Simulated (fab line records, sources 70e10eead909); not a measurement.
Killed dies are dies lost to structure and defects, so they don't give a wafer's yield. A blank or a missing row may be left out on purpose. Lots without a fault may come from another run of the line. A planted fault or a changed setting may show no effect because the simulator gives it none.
Chamber matching | flow nand_harc | NHARC_P_BONDPAD_CMP_32 on cmp-03: 4 sister chambers
The step polishes SiCN, target thk 200 nm. 4 wafers are shown with their chamber, then 7 later ones without.

WAFERS WITH THEIR CHAMBER
wafer  | chamber | motor_current_A (A)
L090.3 | 1       | 11.0
L090.6 | 0       | 11.7
L092.3 | 3       | 11.5
L092.5 | 2       | 13.1

WAFERS WITHOUT THEIR CHAMBER
wafer  | motor_current_A (A)
L092.6 | 11.4
L093.1 | 13.6
L093.4 | 11.0
L093.5 | 12.7
L094.4 | 14.0
L094.5 | 11.1
L094.6 | 11.8

WHICH CHAMBER EACH WENT THROUGH
wafer  | from the rows above          | in truth
L092.6 | can't be placed: 3 or 0 or 1 | 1
L093.1 | 2                            | 2
L093.4 | can't be placed: 1 or 3 or 0 | 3
L093.5 | can't be placed: 2 or 0 or 3 | 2
L094.4 | 2                            | 2
L094.5 | can't be placed: 1 or 3 or 0 | 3
L094.6 | can't be placed: 0 or 3 or 1 | 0
Placed correctly: 2 of 7. Can't be placed from these rows: 5 (the true chamber is among the candidates in 5). Placed wrongly: 0.
How it was worked out, from the rows above alone: a wafer's distance from a chamber is the root of the sum, over the readings, of the square of ((its reading less the chamber's mean) divided by the reading's scatter). The wafer belongs to the nearest chamber; if the next one is less than 2 further off, it can't be placed. A chamber's mean is the mean of its shown wafers. The scatter: with one shown wafer a chamber, the root of the mean of the squares of how far each hidden wafer lies from its nearest shown one.
